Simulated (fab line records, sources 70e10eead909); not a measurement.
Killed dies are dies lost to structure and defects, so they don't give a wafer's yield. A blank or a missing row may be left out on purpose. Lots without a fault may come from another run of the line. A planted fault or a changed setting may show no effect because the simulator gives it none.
Chamber matching | flow nand_harc | NHARC_P_M0_ETCH_34 on rie_diel-05: 4 sister chambers
The step etches the open film in N2/H2, target depth 40 nm, overetch 12 nm, time 43.94 s. 24 wafers are shown with their chamber, then 12 later ones without.

WAFERS WITH THEIR CHAMBER
wafer  | chamber | drypump_motor_current_A (A) | showerhead_plenum_p_Torr (Torr) | rf_vpp_V (V)
L074.1 | 0       | 6.0                         | 1.89                            | 426.0
L074.3 | 1       | 6.2                         | 1.88                            | 426.6
L074.6 | 3       | 5.4                         | 2.01                            | 428.6
L077.1 | 2       | 5.1                         | 1.92                            | 426.8
L077.2 | 0       | 6.0                         | 1.89                            | 426.4
L077.3 | 3       | 5.4                         | 2.01                            | 428.7
L079.3 | 3       | 5.4                         | 2.01                            | 431.2
L079.5 | 1       | 6.2                         | 1.88                            | 426.1
L079.6 | 0       | 6.0                         | 1.89                            | 424.7
L078.2 | 3       | 5.4                         | 2.01                            | 430.2
L078.4 | 0       | 6.0                         | 1.89                            | 424.9
L078.6 | 2       | 5.1                         | 1.92                            | 427.4
L080.1 | 3       | 5.4                         | 2.01                            | 430.5
L080.3 | 2       | 5.1                         | 1.92                            | 426.4
L080.6 | 1       | 6.2                         | 1.88                            | 424.2
L083.1 | 1       | 6.2                         | 1.88                            | 426.1
L083.3 | 2       | 5.2                         | 1.91                            | 425.3
L083.4 | 3       | 5.4                         | 2.01                            | 428.4
L090.2 | 3       | 5.4                         | 2.00                            | 429.3
L090.3 | 0       | 6.0                         | 1.88                            | 426.6
L090.4 | 1       | 6.2                         | 1.88                            | 426.4
L091.3 | 1       | 6.2                         | 1.88                            | 427.0
L091.5 | 0       | 6.0                         | 1.88                            | 427.0
L091.6 | 3       | 5.4                         | 2.00                            | 429.8

SIGNATURES (means of the wafers above)
reading                  | chamber 0 | chamber 1 | chamber 2 | chamber 3 | scatter within a chamber
drypump_motor_current_A  | 6.000     | 6.200     | 5.125     | 5.400     | 0.0194
showerhead_plenum_p_Torr | 1.8867    | 1.8800    | 1.9175    | 2.0075    | 0.00423
rf_vpp_V                 | 425.933   | 426.067   | 426.475   | 429.587   | 0.964
Rule: a wafer's distance from a chamber is the root of the sum, over the readings, of the square of ((its reading less the chamber's mean) divided by the reading's scatter). The wafer belongs to the nearest chamber; if the next one is less than 2 further off, it can't be placed. The scatter: the root of (the sum of the squares of (reading less its chamber's mean) over the shown wafers, divided by (wafers less chambers)).

WAFERS WITHOUT THEIR CHAMBER
wafer  | drypump_motor_current_A (A) | showerhead_plenum_p_Torr (Torr) | rf_vpp_V (V)
L093.1 | 5.1                         | 1.91                            | 427.0
L093.3 | 6.0                         | 1.88                            | 426.0
L093.6 | 6.0                         | 1.88                            | 426.5
L094.2 | 5.4                         | 2.00                            | 429.5
L094.4 | 6.2                         | 1.87                            | 426.0
L094.6 | 5.4                         | 2.00                            | 429.4
L095.2 | 6.2                         | 1.87                            | 425.7
L095.3 | 6.0                         | 1.88                            | 424.9
L095.5 | 5.4                         | 2.00                            | 429.2
L096.1 | 6.0                         | 1.88                            | 425.8
L096.2 | 6.2                         | 1.87                            | 425.8
L096.3 | 5.1                         | 1.91                            | 427.0

WHICH CHAMBER EACH WENT THROUGH
wafer  | from the rows above | in truth
L093.1 | 2                   | 2
L093.3 | 0                   | 0
L093.6 | 0                   | 0
L094.2 | 3                   | 3
L094.4 | 1                   | 1
L094.6 | 3                   | 3
L095.2 | 1                   | 1
L095.3 | 0                   | 0
L095.5 | 3                   | 3
L096.1 | 0                   | 0
L096.2 | 1                   | 1
L096.3 | 2                   | 2
Placed correctly: 12 of 12. Can't be placed from these rows: 0. Placed wrongly: 0.
